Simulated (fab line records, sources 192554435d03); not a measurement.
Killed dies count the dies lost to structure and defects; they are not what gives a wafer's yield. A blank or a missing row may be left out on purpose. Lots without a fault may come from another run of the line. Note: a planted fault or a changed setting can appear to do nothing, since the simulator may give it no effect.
fab line records	flow n5Finfet
[record] lots = 6	wafers = 18	lastDay = 17
route steps=1938 shown BEOL_M8@1366
lots that met no fault: from a run of the same line without faults
startH: hours from the record's opening day to when the first of the lot's shown wafers began	waitH: hours since the lot's step before	" unchanged from the row above	L1.1+2: a row that stands for several wafers	- no value, or no start was given	* or withheld: withheld	< > ~ a bound
route shown NAME@n: a module of which the file shows steps, and the number in the route of the first	usual: mean/standard deviation of fault-free wafers	same: alike in all rows	chamber/n: place in a boat	sites: per-site readings	_std_site: how widely they spread, as a standard deviation	_edge_site: mean of outer sites minus mean of inner sites	radiusMm: how far each site lies from the wafer's centre	mask NAME#n: copy n	behind: the most recent tool/chamber to have shaped the wafer	hold: why the lot was held/for how many hours/how that ended	device: whichever transistor did not switch (one of n, p or np)	end of line: the same wafers' tests at the end of the route	a step with no rows: only its recipe	killed: at the first sort, the dies lost to defects and structure; wafer yield is something else	map: shows each die of a wafer: x if killed, . if not, _ if none is there
set.NAME: the setting that was run; set.NAME@STEP: the one run at that earlier step	model.NAME: the simulator's own value behind a step, which no gauge read
lots seen at some steps along the route; tables by step, rows by wafer
services: a tool's chamber out of use, with start hour (startH, from the record's first day; less than 0 if before it), hours out, and reason
[[steps]]
[step N5_BEOL_M8_OVL_MEAS_29]
[recipe] pointsPerWafer = 522
[usual] V7_OVL = 0.1/0.75
lot.wafer	tool	chamber	startH	waitH	V7_OVL[nm]
L714.1	overlay-02	0	192.39	0.0	0.6
L714.3	"	0	"	"	0.4
L714.5	"	0	"	"	1.0
L716.2	overlay-01	0	219.22	0.0	-0.9
L716.3	"	0	"	"	-1.1
L716.5	"	0	"	"	-0.8
L729.1	overlay-01	0	304.78	0.0	0.3
L729.2	"	0	"	"	-1.2
L729.5	"	0	"	"	-0.6
L730.2	overlay-01	0	311.41	0.0	1.3
L730.3	"	0	"	"	1.1
L730.4	"	0	"	"	1.6
L732.2	overlay-02	0	320.16	0.0	-0.1
L732.3	"	0	"	"	-0.3
L732.5	"	0	"	"	-0.2
L731.2	overlay-02	0	332.23	0.0	1.0
L731.5	"	0	"	"	0.5
L731.6	"	0	"	"	1.3
[step N5_BEOL_M8_INSPECT_30]
[recipe] mode = adi	inspectInstrument = brightfield
[usual] rawDefectCount = 402/100
lot.wafer	tool	chamber	startH	waitH	rawDefectCount
L714.1	defectInspect-01	-	192.45	0.1	355
L714.3	"	-	"	"	392
L714.5	"	-	"	"	227
L716.2	defectInspect-01	-	219.28	0.0	434
L716.3	"	-	"	"	345
L716.5	"	-	"	"	395
L729.1	defectInspect-02	-	304.83	0.1	468
L729.2	"	-	"	"	404
L729.5	"	-	"	"	425
L730.2	defectInspect-02	-	311.46	0.0	357
L730.3	"	-	"	"	420
L730.4	"	-	"	"	250
L732.2	defectInspect-01	-	320.23	0.1	283
L732.3	"	-	"	"	400
L732.5	"	-	"	"	359
L731.2	defectInspect-01	-	332.28	0.0	527
L731.5	"	-	"	"	425
L731.6	"	-	"	"	346
[step N5_BEOL_M8_DESCUM_33]
[recipe] chemistry = O2	timeS = 7	sourcePowerW = 50	biasPowerW = 20	pressureMtorr = 20	rfFrequencyHz = 2.712e+07	tempC = 40	resist = CAR-EUV	o2FlowSccm = 225
[usual] drypumpMotorCurrentA = 5.7/0.45	oesProductAu = 0.80/0.11	rfVppV = 242.9/1.7	showerheadPlenumPTorr = 2.09/0.1	throttleValvePct = 20.31/0.24
[same] timeS = 7
lot.wafer	tool	chamber	startH	waitH	drypumpMotorCurrentA	oesProductAu	rfHoursCounterH	rfVppV	showerheadPlenumPTorr	throttleValvePct
L714.1	rieDiel-04	2	192.49	0.0	5.8	0.71	183	244.8	2.19	20.70
L714.3	"	1	"	"	5.2	0.70	192	240.9	2.00	20.11
L714.5	"	1	"	"	5.2	0.71	-	241.3	2.00	20.11
L716.2	rieDiel-05	1	219.32	0.0	6.0	0.85	60	242.0	2.05	20.26
L716.3	"	2	"	"	5.1	0.71	225	243.5	2.15	20.28
L716.5	"	0	"	"	5.7	0.96	-	245.4	2.27	20.40
L729.1	rieDiel-04	3	304.87	0.0	5.3	0.82	81	242.6	2.02	19.98
L729.2	"	0	"	"	5.6	0.90	29	245.9	2.25	20.16
L729.5	"	3	"	"	5.4	0.82	-	242.6	2.02	19.96
L730.2	rieDiel-04	0	311.49	0.0	5.6	0.89	32	245.3	2.25	20.17
L730.3	"	3	"	"	5.3	0.81	84	242.9	2.02	19.98
L730.4	"	1	"	"	5.2	0.66	-	241.0	1.99	20.16
L732.2	rieDiel-06	0	320.26	0.0	6.6	0.87	33	242.6	2.04	20.30
L732.3	"	3	"	"	6.5	0.79	107	242.2	2.00	20.25
L732.5	"	2	"	"	5.5	0.66	-	240.5	1.96	20.52
L731.2	rieDiel-06	2	332.31	0.0	5.5	0.65	250	240.6	1.96	20.51
L731.5	"	2	"	"	5.5	0.65	-	240.5	1.96	20.53
L731.6	"	1	"	"	6.0	0.91	-	242.6	2.06	20.54
[step N5_BEOL_M8_ETCH_72]
[recipe] chemistry = N2/H2	target = underlayer	targetDepthA = 65	maskMaterial = CAR-EUV	timeS = 5.2	ionEnergyEv = 200	pressureMtorr = 30	sourceW = 840	biasW = 150	n2FlowSccm = 200	h2FlowSccm = 200	ends = cleared
[usual] drypumpMotorCurrentA = 5.7/0.45	etchRfOnTimeS = 5.19/0.17	oesProductAu = 0.69/0.091	rfVppV = 524/3.5	showerheadPlenumPTorr = 2.53/0.11	throttleValvePct = 17.73/0.26
lot.wafer	tool	chamber	startH	waitH	drypumpMotorCurrentA	etchRfOnTimeS	oesProductAu	rfHoursCounterH	rfVppV	showerheadPlenumPTorr	throttleValvePct
L714.1	rieDiel-04	2	192.52	0.0	5.8	5.32	0.61	183	528	2.65	18.08
L714.3	"	1	"	"	5.2	5.36	0.60	192	521	2.43	17.47
L714.5	"	1	"	"	5.2	5.39	0.59	-	521	2.43	17.51
L716.2	rieDiel-05	1	219.35	0.0	6.1	5.05	0.71	60	521	2.50	17.71
L716.3	"	2	"	"	5.1	5.27	0.59	225	525	2.63	17.79
L716.5	"	0	"	"	5.7	5.13	0.83	-	529	2.69	17.41
L729.1	rieDiel-04	3	304.90	0.0	5.3	5.09	0.71	81	520	2.46	17.43
L729.2	"	0	"	"	5.6	5.31	0.77	29	527	2.71	17.60
L729.5	"	3	"	"	5.3	5.07	0.72	-	521	2.46	17.41
L730.2	rieDiel-04	0	311.53	0.0	5.6	5.30	0.76	32	526	2.71	17.62
L730.3	"	3	"	"	5.4	5.03	0.71	84	521	2.46	17.42
L730.4	"	1	"	"	5.3	5.45	0.57	-	520	2.41	17.56
L732.2	rieDiel-06	0	320.29	0.0	6.7	5.20	0.76	33	523	2.46	17.61
L732.3	"	3	"	"	6.5	4.94	0.71	107	522	2.46	17.88
L732.5	"	2	"	"	5.5	5.26	0.57	-	520	2.42	18.25
L731.2	rieDiel-06	2	332.35	0.0	5.5	5.38	0.57	250	520	2.42	18.29
L731.5	"	2	"	"	5.4	5.36	0.56	-	519	2.42	18.28
L731.6	"	1	"	"	6.0	4.92	0.77	-	525	2.48	17.82
[step N5_BEOL_M8_ETCH_65]
[recipe] chemistry = CF4	target = SiARC	targetDepthA = 156	maskMaterial = CAR-EUV	timeS = 26	ionEnergyEv = 80	pressureMtorr = 40	sourceW = 545	biasW = 36	Ar_flow_sccm = 100	cf4FlowSccm = 100	ends = cleared
[step N5_BEOL_M8_ETCH_66]
[recipe] chemistry = N2/H2	target = SOC	targetDepthA = 800	overetchA = 160	maskMaterial = SiARC	tempC = 40	timeS = 120	ionEnergyEv = 200	pressureMtorr = 30	sourceW = 840	biasW = 150	n2FlowSccm = 200	h2FlowSccm = 200
[step N5_BEOL_M8_STRIP_69]
[recipe] chemistry = N2/H2	tempC = 40	n2FlowSccm = 200	h2FlowSccm = 200	rfFrequencyHz = 6e+07
[step N5_BEOL_M8_STRIP_73]
[recipe] chemistry = N2/H2	tempC = 40	n2FlowSccm = 200	h2FlowSccm = 200	rfFrequencyHz = 6e+07
[step N5_BEOL_M8_VIA_ETCH_34]
[recipe] chemistry = C4F6/O2	target = SiCOH_lowk	targetDepthA = 1255	maskMaterial = SOC	taperDeg = 4	timeS = 50.5	ionEnergyEv = 250	pressureMtorr = 30	sourceW = 345	biasW = 185	Ar_flow_sccm = 300	C4F6_flow_sccm = 10	O2_flow_sccm = 10
[usual] drypumpMotorCurrentA = 5.7/0.45	mfcArSccm = 300.0/0.87	oesProductAu = 0.81/0.1	rfVppV = 660/15	showerheadPlenumPTorr = 2.83/0.13	throttleValvePct = 20.74/0.19
[same] timeS = 50.5
lot.wafer	tool	chamber	startH	waitH	drypumpMotorCurrentA	mfcArSccm	oesProductAu	rfHoursCounterH	rfVppV	showerheadPlenumPTorr	throttleValvePct
L714.1	rieDiel-04	2	192.67	0.0	5.8	299.5	0.72	183	650	2.93	20.97
L714.3	"	1	"	"	5.2	299.2	0.70	192	652	2.70	20.40
L714.5	"	1	"	"	5.2	297.8	0.71	-	652	2.70	20.40
L716.2	rieDiel-05	1	219.50	0.0	6.1	300.8	0.84	60	659	2.79	20.69
L716.3	"	2	"	"	5.1	300.7	0.69	225	660	2.96	20.91
L716.5	"	0	"	"	5.8	297.9	0.96	-	688	3.05	20.76
L729.1	rieDiel-04	3	305.05	0.0	5.4	299.4	0.83	81	657	2.79	20.65
L729.2	"	0	"	"	5.6	300.6	0.89	29	663	3.05	20.67
L729.5	"	3	"	"	5.4	299.9	0.82	-	659	2.79	20.65
L730.2	rieDiel-04	0	311.67	0.0	5.6	299.5	0.89	32	663	3.05	20.64
L730.3	"	3	"	"	5.4	298.8	0.82	84	658	2.79	20.66
L730.4	"	1	"	"	5.2	298.7	0.67	-	652	2.68	20.44
L732.2	rieDiel-06	0	320.44	0.0	6.6	300.6	0.88	33	655	2.80	20.92
L732.3	"	3	"	"	6.5	300.8	0.81	107	628	2.71	20.63
L732.5	"	2	"	"	5.4	299.6	0.67	-	686	2.66	20.86
L731.2	rieDiel-06	2	332.50	0.0	5.4	300.5	0.67	250	686	2.66	20.87
L731.5	"	2	"	"	5.4	300.2	0.67	-	685	2.66	20.88
L731.6	"	1	"	"	6.0	299.9	0.90	-	667	2.76	20.75
[step N5_BEOL_M8_STRIP_76]
[recipe] chemistry = C4F6/O2	resist = SiARC	rfFrequencyHz = 6e+07
[step N5_BEOL_M8_STRIP_36]
[recipe] chemistry = N2/H2	powerW = 450	tempC = 40	pressureMtorr = 20	rfFrequencyHz = 6e+07	overashFraction = 0.3	biasPowerW = 7	h2Frac = 0.5	n2FlowSccm = 200	h2FlowSccm = 200
[usual] drypumpMotorCurrentA = 5.7/0.45	oesProductAu = 0.80/0.11	powerW = 450.0/1.4	rfVppV = 59.2/1.5	showerheadPlenumPTorr = 2.53/0.11	throttleValvePct = 23.5/0.36
lot.wafer	tool	chamber	startH	waitH	drypumpMotorCurrentA	oesProductAu	powerW	rfHoursCounterH	rfVppV	showerheadPlenumPTorr	throttleValvePct
L714.1	rieDiel-04	2	192.72	0.0	5.8	0.72	448.9	183	58.4	2.64	23.9
L714.3	"	1	"	"	5.2	0.70	448.5	192	58.9	2.42	23.0
L714.5	"	1	"	"	5.2	0.70	448.2	-	59.2	2.42	23.0
L716.2	rieDiel-05	1	219.55	0.0	6.1	0.85	450.5	60	58.2	2.50	23.6
L716.3	"	2	"	"	5.1	0.71	451.7	225	61.5	2.63	23.5
L716.5	"	0	"	"	5.7	0.97	451.3	-	58.2	2.69	23.0
L729.1	rieDiel-04	3	305.10	0.0	5.4	0.81	452.1	81	59.2	2.46	23.0
L729.2	"	0	"	"	5.6	0.88	452.3	29	59.1	2.71	23.6
L729.5	"	3	"	"	5.3	0.81	453.3	-	58.2	2.46	23.0
L730.2	rieDiel-04	0	311.73	0.0	5.6	0.89	449.0	32	59.4	2.71	23.6
L730.3	"	3	"	"	5.4	0.81	452.7	84	56.8	2.45	23.0
L730.4	"	1	"	"	5.2	0.66	451.1	-	58.1	2.40	23.1
L732.2	rieDiel-06	0	320.49	0.0	6.6	0.87	452.2	33	57.3	2.46	23.3
L732.3	"	3	"	"	6.5	0.79	449.1	107	61.7	2.45	23.7
L732.5	"	2	"	"	5.4	0.67	449.1	-	58.8	2.42	24.1
L731.2	rieDiel-06	2	332.55	0.0	5.4	0.65	449.2	250	59.4	2.41	24.1
L731.5	"	2	"	"	5.4	0.66	447.5	-	59.5	2.41	24.1
L731.6	"	1	"	"	6.0	0.90	450.1	-	60.3	2.48	23.5
[step N5_BEOL_M8_TRENCH_ETCH_37]
[recipe] chemistry = C4F6/O2	targetDepthA = 934.78	target = SiCOH_lowk	timeS = 31.2	ionEnergyEv = 250	pressureMtorr = 30	sourceW = 345	biasW = 185	Ar_flow_sccm = 300	C4F6_flow_sccm = 10	O2_flow_sccm = 10
[usual] drypumpMotorCurrentA = 5.7/0.45	mfcArSccm = 300.0/0.92	oesProductAu = 0.81/0.11	rfVppV = 660/15	showerheadPlenumPTorr = 2.83/0.13	throttleValvePct = 20.77/0.19
[same] timeS = 31.2
lot.wafer	tool	chamber	startH	waitH	drypumpMotorCurrentA	mfcArSccm	oesProductAu	rfHoursCounterH	rfVppV	showerheadPlenumPTorr	throttleValvePct
L714.1	rieDiel-04	2	-	-	5.8	299.4	0.72	183	648	2.93	21.00
L714.3	"	1	"	"	5.2	301.0	0.71	192	654	2.70	20.41
L714.5	"	1	"	"	5.2	300.1	0.70	-	654	2.70	20.43
L716.2	rieDiel-05	1	-	-	6.1	300.2	0.84	60	658	2.79	20.72
L716.3	"	2	"	"	5.1	300.6	0.69	225	660	2.96	20.92
L716.5	"	0	"	"	5.8	300.3	0.97	-	688	3.05	20.78
L729.1	rieDiel-04	3	-	-	5.4	301.2	0.82	81	657	2.79	20.68
L729.2	"	0	"	"	5.6	299.9	0.89	29	663	3.05	20.68
L729.5	"	3	"	"	5.3	299.5	0.83	-	657	2.79	20.68
L730.2	rieDiel-04	0	-	-	5.6	299.0	0.88	32	663	3.04	20.67
L730.3	"	3	"	"	5.3	298.6	0.82	84	656	2.79	20.67
L730.4	"	1	"	"	5.2	300.7	0.67	-	652	2.68	20.49
L732.2	rieDiel-06	0	-	-	6.6	300.3	0.88	33	655	2.80	20.96
L732.3	"	3	"	"	6.4	300.3	0.81	107	631	2.71	20.67
L732.5	"	2	"	"	5.4	299.9	0.67	-	686	2.66	20.89
L731.2	rieDiel-06	2	-	-	5.4	299.9	0.66	250	687	2.66	20.89
L731.5	"	2	"	"	5.4	299.9	0.66	-	686	2.66	20.91
L731.6	"	1	"	"	6.0	300.6	0.91	-	667	2.76	20.79
[step N5_BEOL_M8_ETCH_41]
[recipe] chemistry = CH3F/O2	target = SiCN	targetDepthA = 319	taperDeg = 2	timeS = 57.8	ionEnergyEv = 120	maskMaterial = TiN	pressureMtorr = 30	sourceW = 395	biasW = 75	Ar_flow_sccm = 150	CH3F_flow_sccm = 30	O2_flow_sccm = 20
[usual] CH3F_flow_sccm = 30.00/0.08	drypumpMotorCurrentA = 5.7/0.45	mfcArSccm = 150.0/0.44	oesProductAu = 0.81/0.1	rfVppV = 297.1/1.8	showerheadPlenumPTorr = 1.99/0.096	throttleValvePct = 16.18/0.19
[same] timeS = 57.8
lot.wafer	tool	chamber	startH	waitH	CH3F_flow_sccm	drypumpMotorCurrentA	mfcArSccm	oesProductAu	rfHoursCounterH	rfVppV	showerheadPlenumPTorr	throttleValvePct	model.etch.depthNm
L714.1	rieDiel-04	2	192.79	-	30.00	5.8	150.0	0.72	183	299.2	2.06	16.43	21.66
L714.3	"	1	"	"	29.97	5.2	150.3	0.70	192	295.7	1.90	16.00	21.19
L714.5	"	1	"	"	29.92	5.2	149.8	0.70	-	296.9	1.90	15.99	21.16
L716.2	rieDiel-05	1	219.62	-	29.92	6.1	149.9	0.84	60	295.0	1.96	16.08	22.44
L716.3	"	2	"	"	30.09	5.1	149.5	0.69	225	298.7	2.08	16.35	21.39
L716.5	"	0	"	"	30.10	5.7	149.8	0.97	-	301.9	2.15	16.15	22.16
L729.1	rieDiel-04	3	305.17	-	29.94	5.3	149.4	0.83	81	296.4	1.95	16.04	22.34
L729.2	"	0	"	"	30.14	5.6	150.6	0.81	29	299.5	2.14	15.97	18.28
L729.5	"	3	"	"	29.93	5.4	149.3	0.75	-	295.7	1.95	16.05	18.94
L730.2	rieDiel-04	0	311.80	-	29.92	5.6	150.2	0.81	32	299.8	2.14	15.98	18.36
L730.3	"	3	"	"	30.06	5.4	150.8	0.75	84	296.4	1.95	16.04	19.05
L730.4	"	1	"	"	30.02	5.2	149.9	0.67	-	296.1	1.88	16.07	20.94
L732.2	rieDiel-06	0	320.56	-	30.06	6.6	150.7	0.88	33	297.3	1.96	16.26	21.72
L732.3	"	3	"	"	29.94	6.5	149.8	0.82	107	295.7	1.90	16.11	22.52
L732.5	"	2	"	"	30.10	5.5	150.0	0.67	-	294.9	1.87	16.44	21.27
L731.2	rieDiel-06	2	332.62	-	30.00	5.4	150.3	0.67	250	296.1	1.86	16.44	21.18
L731.5	"	2	"	"	30.07	5.4	149.8	0.67	-	294.3	1.86	16.46	21.24
L731.6	"	1	"	"	30.14	6.0	149.0	0.91	-	295.1	1.94	16.21	22.84
[step N5_BEOL_M8_STRIP_80]
[recipe] chemistry = N2/H2	timeS = 10	powerW = 450	tempC = 40	pressureMtorr = 20	rfFrequencyHz = 6e+07	biasPowerW = 7	n2FlowSccm = 200	h2FlowSccm = 200
[[services]]
tool	chamber	startH	hours	kind
rieDiel-05	1	183.09	9.7	repair
rieDiel-06	0	194.55	-	clean
rieDiel-06	0	194.55	-	consumableReplace:focusRing
rieDiel-06	0	194.55	34.3	scheduledDown
rieDiel-06	0	194.55	34.3	ventCycle
rieDiel-05	0	199.06	-	clean
rieDiel-05	0	199.06	-	consumableReplace:focusRing
rieDiel-04	0	205.22	-	clean
rieDiel-04	0	205.22	-	consumableReplace:focusRing
rieDiel-04	0	205.22	-	consumableReplace:showerhead
rieDiel-04	0	205.22	14.1	scheduledDown
rieDiel-04	0	205.22	14.1	ventCycle
rieDiel-05	3	209.61	4.5	repair
rieDiel-05	0	223.81	5.5	repair
rieDiel-06	1	228.90	-	clean
rieDiel-06	1	228.90	-	consumableReplace:focusRing
rieDiel-06	1	228.90	14.3	scheduledDown
rieDiel-06	1	228.90	14.3	ventCycle
rieDiel-04	-	266.81	2.4	repair
rieDiel-06	-	267.21	0.6	repair
rieDiel-06	-	275.37	4.3	pm
rieDiel-06	2	294.86	13.9	repair
rieDiel-04	2	302.94	7.1	repair
rieDiel-04	2	310.68	4.4	repair
[[key]]
firstSign none at tools or gauges
[modelEffect] step = N5_BEOL_M8_ETCH_41	value = etch.depthNm	without = 21.85	struck = 18.66
metAt N5_BEOL_M8_ETCH_41
struckWafers L729.2,L729.5,L730.2,L730.3
onsetBetween 192.79 305.17
[fault] kind = processParameterDrift	tool = rieDiel-04	chamber = -	onsetH = 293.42	steps = N5_BEOL_M8_ETCH_41	channel = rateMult	offset = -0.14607	shape = step	endH = 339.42	scope = struckWafersOnly
